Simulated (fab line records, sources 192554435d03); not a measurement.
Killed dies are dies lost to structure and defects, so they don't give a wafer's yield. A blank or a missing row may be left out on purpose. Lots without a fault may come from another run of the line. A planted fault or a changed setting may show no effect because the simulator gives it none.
Which tool did it? | flow n5_finfet | 7 lots, 21 wafers sampled, at 6 steps of a route of 1938

WHAT THE GAUGES READ, wafer by wafer
N5_SD_ACTIVATION_RS_MEAS_03: measures by four-point-probe. Usual: RS_SD_N 21.86 ohm/sq, standard deviation 0.3; RS_SD_P 56.1 ohm/sq, standard deviation 0.85.
lot  | measured    | on            | RS_SD_N (ohm/sq)  | RS_SD_P (ohm/sq) | flag
L422 | day 3 21:29 | film_metro-01 | 21.51 21.62 21.53 | 55.1 55.4 55.6   |
L425 | day 4 14:22 | film_metro-02 | 22.00 21.97 22.06 | 58.1 57.8 56.6   |
L435 | day 7 05:33 | film_metro-01 | 23.32 22.54 23.19 | 58.4 57.5 57.3   | OFF
L436 | day 7 14:55 | film_metro-01 | 23.15 23.35 23.19 | 58.5 57.4 59.1   | OFF
L438 | day 7 22:03 | film_metro-02 | 23.19 23.17 23.29 | 56.3 55.8 56.5   | OFF
L439 | day 8 06:56 | film_metro-02 | 21.73 21.67 22.20 | 55.1 56.6 56.6   |
L443 | day 9 06:19 | film_metro-02 | 21.42 21.60 21.81 | 54.6 54.6 54.4   |

N5_BEOL_M4_RC_MEAS_101. Usual: DIBL_N 36.3 mV/V, standard deviation 1.6; DIBL_P 36.5 mV/V, standard deviation 1.6; IOFF_N 0.163 nA/um, standard deviation 0.026; IOFF_N_85C 3.2 nA/um, standard deviation 0.42; IOFF_N_LIN 0.075 nA/um, standard deviation 0.0098; IOFF_P 0.22 nA/um, standard deviation 0.033; ION_N 676 uA/um, standard deviation 9.9; ION_P 464 uA/um, standard deviation 6.5; RC_DENSE_N 18.8 ohm.um, standard deviation 0.33; RC_N 15.35 ohm.um, standard deviation 0.26; REXT_N 74.7 ohm.um, standard deviation 1.8; REXT_P 100.9 ohm.um, standard deviation 2.1; RS_SD_N 28.3 ohm/sq, standard deviation 0.37; SS_N 71.5 mV/dec, standard deviation 0.5; SS_P 73.3 mV/dec, standard deviation 0.64; VT_N 249.3 mV, standard deviation 2.9; VT_N_LVT 98.2 mV, standard deviation 2.8; VT_P -250 mV, standard deviation 3.2; VT_P_LVT -98.5 mV, standard deviation 3.
lot  | measured     | on        | DIBL_N (mV/V)  | DIBL_P (mV/V)  | IOFF_N (nA/um)    | IOFF_N_85C (nA/um) | IOFF_N_LIN (nA/um) | IOFF_P (nA/um) | ION_N (uA/um) | ION_P (uA/um) | RC_DENSE_N (ohm.um) | RC_N (ohm.um)     | REXT_N (ohm.um)   | REXT_P (ohm.um)   | RS_SD_N (ohm/sq) | SS_N (mV/dec)  | SS_P (mV/dec)  | VT_N (mV)         | VT_N_LVT (mV)     | VT_P (mV)      | VT_P_LVT (mV)        | flag
L422 | day 9 08:17  | prober-02 | 36.5 38.0 35.6 | 35.4 37.1 34.9 | 0.157 0.188 0.149 | 3.1 3.6 3.0        | 0.074 0.085 0.072  | 0.23 0.26 0.22 | 674 685 695   | 461 476 479   | 18.7 19.3 19.0      | 15.34 15.75 15.44 | 75.6 74.1 74.3    | 97.3 97.8 96.6    | 27.9 27.7 28.0   | 72.0 72.2 71.3 | 72.8 73.8 73.0 | 251.4 244.5 246.2 | 100.5 96.4 98.6   | -249 -245 -246 | -98.1 -95.3 -97.6    |
L425 | day 9 16:22  | prober-02 | 36.9 37.0 35.6 | 37.9 38.1 36.5 | 0.179 0.182 0.160 | 3.5 3.6 3.1        | 0.081 0.082 0.075  | 0.22 0.22 0.20 | 673 688 697   | 463 466 464   | 19.1 18.7 18.6      | 15.76 15.25 15.23 | 76.5 75.8 75.7    | 101.7 99.7 99.5   | 27.9 28.6 28.2   | 71.6 71.7 70.8 | 74.8 73.9 74.3 | 245.1 246.4 248.8 | 95.9 96.0 97.6    | -251 -250 -253 | -100.0 -99.7 -101.1  |
L435 | day 12 02:19 | prober-02 | 26.3 28.9 28.9 | 30.5 33.2 33.2 | 0.053 0.073 0.069 | 1.2 1.6 1.6        | 0.030 0.040 0.038  | 0.11 0.13 0.13 | 586 607 598   | 433 433 436   | 19.9 19.5 19.7      | 16.20 15.79 16.08 | 105.5 103.9 103.4 | 122.3 120.6 119.7 | 29.9 29.1 30.2   | 69.4 70.3 69.7 | 72.2 73.0 72.4 | 266.9 260.4 263.2 | 115.6 111.0 111.8 | -263 -259 -260 | -110.6 -108.1 -106.3 | OFF
L436 | day 12 13:53 | prober-01 | 29.1 27.8 28.8 | 33.2 31.7 33.0 | 0.070 0.060 0.072 | 1.6 1.4 1.6        | 0.038 0.034 0.039  | 0.12 0.11 0.12 | 595 588 610   | 432 431 437   | 19.5 19.8 19.5      | 15.90 16.13 15.91 | 105.5 105.3 105.0 | 115.1 114.2 115.7 | 29.7 30.2 29.5   | 70.0 70.1 70.1 | 73.2 72.6 72.8 | 262.7 266.6 262.7 | 113.7 115.4 112.6 | -261 -260 -263 | -112.1 -112.4 -111.8 | OFF
L438 | day 12 18:37 | prober-01 | 29.7 28.1 29.0 | 32.3 31.2 31.6 | 0.071 0.063 0.065 | 1.6 1.4 1.5        | 0.039 0.036 0.037  | 0.14 0.13 0.13 | 605 596 596   | 440 439 436   | 20.5 19.8 20.4      | 16.74 16.17 16.59 | 101.1 102.0 101.8 | 112.9 111.0 112.7 | 29.3 29.6 29.5   | 69.5 69.7 69.7 | 72.4 72.1 71.9 | 262.1 260.4 260.0 | 111.4 111.0 111.2 | -256 -257 -259 | -105.2 -105.8 -107.0 | OFF
L439 | day 13 19:29 | prober-01 | 33.9 34.3 34.3 | 34.1 34.0 33.9 | 0.123 0.123 0.128 | 2.6 2.5 2.7        | 0.061 0.060 0.062  | 0.21 0.20 0.21 | 676 665 663   | 477 459 467   | 18.7 19.2 18.8      | 15.27 15.56 15.41 | 71.9 73.0 73.4    | 97.9 100.0 99.2   | 28.1 28.3 28.8   | 71.4 71.0 71.2 | 72.4 73.1 72.2 | 255.8 254.4 256.5 | 103.2 104.4 102.5 | -246 -248 -247 | -96.3 -98.4 -97.5    |
L443 | day 14 08:29 | prober-01 | 36.3 36.5 38.5 | 35.8 35.5 39.0 | 0.173 0.165 0.217 | 3.3 3.2 4.0        | 0.083 0.078 0.098  | 0.24 0.23 0.30 | 681 671 696   | 463 462 473   | 18.2 18.2 18.4      | 14.79 14.91 14.89 | 75.7 74.6 75.6    | 100.2 100.5 99.5  | 28.2 27.9 28.1   | 71.5 72.0 72.0 | 73.2 74.0 74.1 | 246.1 247.7 243.8 | 94.0 94.7 91.0    | -246 -246 -245 | -93.5 -93.6 -89.9    |

WHICH TOOL RAN EACH LOT (tool, then ch and the chambers of the sampled wafers, then the start)
lot  | N5_SD_EPI_P_ETCHBACK_46           | N5_SD_EPI_P_ETCH_47               | N5_SD_ACTIVATION_RTA_00         | N5_ILD0_CMP_03
L422 | rie_diel-02 ch 0,1,2, day 3 17:44 | rie_diel-02 ch 0,1,2, day 3 17:50 | rtp_anneal-02 ch 0, day 3 21:05 | cmp-01 ch 0,1,3, day 4 00:29
L425 | rie_diel-02 ch 1,2,3, day 4 10:37 | rie_diel-02 ch 1,2,3, day 4 10:43 | rtp_anneal-02 ch 0, day 4 13:58 | cmp-03 ch 0,1,2, day 4 17:07
L435 | rie_diel-05 ch 0,1,3, day 7 01:49 | rie_diel-05 ch 0,1,3, day 7 01:55 | rtp_anneal-02 ch 0, day 7 05:09 | cmp-01 ch 0,1,3, day 7 08:28
L436 | rie_diel-05 ch 0,1,2, day 7 11:05 | rie_diel-05 ch 0,1,2, day 7 11:11 | rtp_anneal-02 ch 0, day 7 14:29 | cmp-04 ch 0,1,2, day 7 17:41
L438 | rie_diel-06 ch 0,1,2, day 7 18:13 | rie_diel-06 ch 0,1,2, day 7 18:19 | rtp_anneal-02 ch 0, day 7 21:38 | cmp-01 ch 0,1,3, day 8 00:49
L439 | rie_diel-02 ch 0,1,3, day 8 03:10 | rie_diel-02 ch 0,1,3, day 8 03:16 | rtp_anneal-01 ch 0, day 8 06:33 | cmp-04 ch 2,3, day 8 09:40
L443 | rie_diel-06 ch 1,2,3, day 9 02:35 | rie_diel-06 ch 1,2,3, day 9 02:41 | rtp_anneal-01 ch 0, day 9 05:55 | cmp-01 ch 0,2,3, day 9 09:05
- N5_SD_EPI_P_ETCHBACK_46: etches SiNx in CH3F/O2, stops on SiO2, target depth 17.5 nm.
- N5_SD_EPI_P_ETCH_47: etches SiOCN in CH3F/O2, target depth 25 nm.
- N5_SD_ACTIVATION_RTA_00: time 0 s.
- N5_ILD0_CMP_03: polishes, stops on SiNx, t overpolish 1.9 s, target thk 197.38 nm.

WHAT THE TOOLS THEMSELVES READ (means of the sampled wafers that have a number; where no wafer has one, the mark that the record gives instead)
N5_SD_EPI_P_ETCHBACK_46. Usual: bias_w 72.97 W, standard deviation 0.24; drypump_motor_current_A 5.7 A, standard deviation 0.35; oes_product_au 0.67 a.u., standard deviation 0.063; rf_vpp_V 296.7 V, standard deviation 2.6; showerhead_plenum_p_Torr 2.00 Torr, standard deviation 0.081; throttle_valve_pct 16.39 %, standard deviation 0.2.
lot  | tool        | bias_w (W) | drypump_motor_current_A (A) | oes_product_au (a.u.) | rf_vpp_V (V) | showerhead_plenum_p_Torr (Torr) | throttle_valve_pct (%) | flag
L422 | rie_diel-02 | 72.91      | 5.8                         | 0.68                  | 297.1        | 2.04                            | 16.36                  |
L425 | rie_diel-02 | 72.89      | 5.8                         | 0.68                  | 298.8        | 2.02                            | 16.39                  |
L435 | rie_diel-05 | 73.14      | 5.6                         | 0.74                  | 295.5        | 1.98                            | 16.25                  |
L436 | rie_diel-05 | 73.04      | 5.8                         | 0.66                  | 295.6        | 2.01                            | 16.28                  |
L438 | rie_diel-06 | 73.09      | 5.9                         | 0.66                  | 296.0        | 1.96                            | 16.58                  |
L439 | rie_diel-02 | 73.04      | 5.7                         | 0.64                  | 298.3        | 2.05                            | 16.49                  |
L443 | rie_diel-06 | 72.77      | 5.7                         | 0.70                  | 297.0        | 1.97                            | 16.45                  |

N5_SD_EPI_P_ETCH_47. Usual: bias_w 29.00 W, standard deviation 0.088; drypump_motor_current_A 5.7 A, standard deviation 0.35; oes_product_au 0.79 a.u., standard deviation 0.078; rf_vpp_V 127.3 V, standard deviation 1.3; showerhead_plenum_p_Torr 2.00 Torr, standard deviation 0.081; throttle_valve_pct 16.37 %, standard deviation 0.2.
lot  | tool        | bias_w (W) | drypump_motor_current_A (A) | oes_product_au (a.u.) | rf_vpp_V (V) | showerhead_plenum_p_Torr (Torr) | throttle_valve_pct (%) | flag
L422 | rie_diel-02 | 28.95      | 5.8                         | 0.80                  | 127.3        | 2.04                            | 16.34                  |
L425 | rie_diel-02 | 29.03      | 5.8                         | 0.81                  | 127.9        | 2.02                            | 16.35                  |
L435 | rie_diel-05 | 28.99      | 5.6                         | 0.88                  | 126.6        | 1.98                            | 16.22                  |
L436 | rie_diel-05 | 29.10      | 5.8                         | 0.79                  | 126.3        | 2.01                            | 16.25                  |
L438 | rie_diel-06 | 28.98      | 5.8                         | 0.78                  | 127.3        | 1.96                            | 16.56                  |
L439 | rie_diel-02 | 28.96      | 5.7                         | 0.75                  | 128.2        | 2.05                            | 16.46                  |
L443 | rie_diel-06 | 28.96      | 5.7                         | 0.83                  | 127.2        | 1.97                            | 16.42                  |

N5_SD_ACTIVATION_RTA_00. Usual: lamp_power_pct 8.97 %, standard deviation 0.052; lamp_zone_1_pct 8.954 %, standard deviation 0.03; lamp_zone_2_pct 8.95 %, standard deviation 0.032; lamp_zone_3_pct 8.95 %, standard deviation 0.03; lamp_zone_4_pct 8.95 %, standard deviation 0.033; lamp_zone_5_pct 8.96 %, standard deviation 0.031; lamp_zone_6_pct 8.878 %, standard deviation 0.03; lamp_zone_7_pct 9.35 %, standard deviation 0.035; wafer_temp_C_max 975.1, standard deviation 1.7.
lot  | tool          | lamp_power_pct (%) | lamp_zone_1_pct (%) | lamp_zone_2_pct (%) | lamp_zone_3_pct (%) | lamp_zone_4_pct (%) | lamp_zone_5_pct (%) | lamp_zone_6_pct (%) | lamp_zone_7_pct (%) | wafer_temp_C_max | flag
L422 | rtp_anneal-02 | 8.98               | 8.948               | 8.95                | 8.96                | 8.96                | 8.98                | 8.858               | 9.35                | 974.7            |
L425 | rtp_anneal-02 | 8.98               | 8.959               | 8.95                | 8.94                | 8.94                | 8.97                | 8.878               | 9.37                | 975.1            |
L435 | rtp_anneal-02 | 8.05               | 7.987               | 7.96                | 7.97                | 7.98                | 8.00                | 7.944               | 8.33                | 975.6            | OFF
L436 | rtp_anneal-02 | 8.01               | 7.993               | 7.99                | 7.97                | 8.00                | 8.00                | 7.903               | 8.33                | 975.8            | OFF
L438 | rtp_anneal-02 | 8.00               | 8.003               | 7.99                | 8.01                | 7.98                | 7.99                | 7.922               | 8.31                | 975.2            | OFF
L439 | rtp_anneal-01 | 8.89               | 8.919               | 8.98                | 8.93                | 8.91                | 8.95                | 8.893               | 9.35                | 976.6            |
L443 | rtp_anneal-01 | 8.94               | 8.974               | 8.97                | 8.92                | 8.95                | 8.97                | 8.895               | 9.36                | 975.6            |

N5_ILD0_CMP_03. Usual: motor_current_A 12.5 A, standard deviation 1.2; overpolish_run_s 1.899 s, standard deviation 0.0091; platen_rpm 51.79 rpm, standard deviation 0.035; time_to_endpoint_s 70 s, standard deviation 3.6.
lot  | tool   | motor_current_A (A) | overpolish_run_s (s) | platen_rpm (rpm) | time_to_endpoint_s (s) | flag
L422 | cmp-01 | 12.8                | 1.897                | 51.80            | 68                     |
L425 | cmp-03 | 11.9                | 1.892                | 51.84            | 74                     |
L435 | cmp-01 | 12.9                | 1.894                | 51.77            | 70                     |
L436 | cmp-04 | 12.6                | 1.892                | 51.78            | 69                     |
L438 | cmp-01 | 12.3                | 1.902                | 51.78            | 67                     |
L439 | cmp-04 | 12.8                | 1.901                | 51.76            | 68                     |
L443 | cmp-01 | 11.9                | 1.901                | 51.79            | 74                     |

THE ANSWER, worked out from the rows above alone
Rule: a lot is off if the mean of its wafers that have a number lies more than 3 standard deviations from the usual mean. A lot without any number at a reading at which 4 lots or more have one is off too. The other lots that the step has rows for count as sound. The gauges are gone through in route order, then the tools' own readings, and for those a lot's mean is taken as printed above. The first step at which some lot is off is used, and at that step the reading that is off furthest; a lot without a number counts as furthest.
Off: L435, L436, L438, at N5_SD_ACTIVATION_RS_MEAS_03 (RS_SD_N).
A tool fits if, at a process step before that reading, it ran every lot that is off, and no sound lot after the first of them. The gauges at N5_SD_ACTIVATION_RS_MEAS_03 aren't tried: what is off there is off at N5_BEOL_M4_RC_MEAS_101 too, on other tools, and a gauge's error can't cause that. One fits: rtp_anneal-02 at N5_SD_ACTIVATION_RTA_00. Its last sound lot is L425 (day 4 13:58), its first lot that is off L435 (day 7 05:09): a fault that began between those two fits.
The tool's own readings at N5_SD_ACTIVATION_RTA_00 bear it out: on the lots that are off they differ by more than 5 times the standard deviation of the sound lots' means. lamp_power_pct reads 8.02 % there against 8.95 % on the sound lots; lamp_zone_1_pct reads 7.994 % there against 8.950 % on the sound lots; lamp_zone_2_pct reads 7.98 % there against 8.96 % on the sound lots; lamp_zone_3_pct reads 7.98 % there against 8.94 % on the sound lots; lamp_zone_4_pct reads 7.99 % there against 8.94 % on the sound lots; lamp_zone_5_pct reads 8.00 % there against 8.97 % on the sound lots; lamp_zone_6_pct reads 7.923 % there against 8.881 % on the sound lots; lamp_zone_7_pct reads 8.32 % there against 9.36 % on the sound lots.

WHAT THE SIMULATOR HAD PUT IN
Process parameter drift: rtp_anneal-02, from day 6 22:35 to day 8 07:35, at N5_SD_ACTIVATION_RTA_00. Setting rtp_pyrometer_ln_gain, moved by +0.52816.
Lots struck among those shown: L435, L436, L438. The rule above found the same.
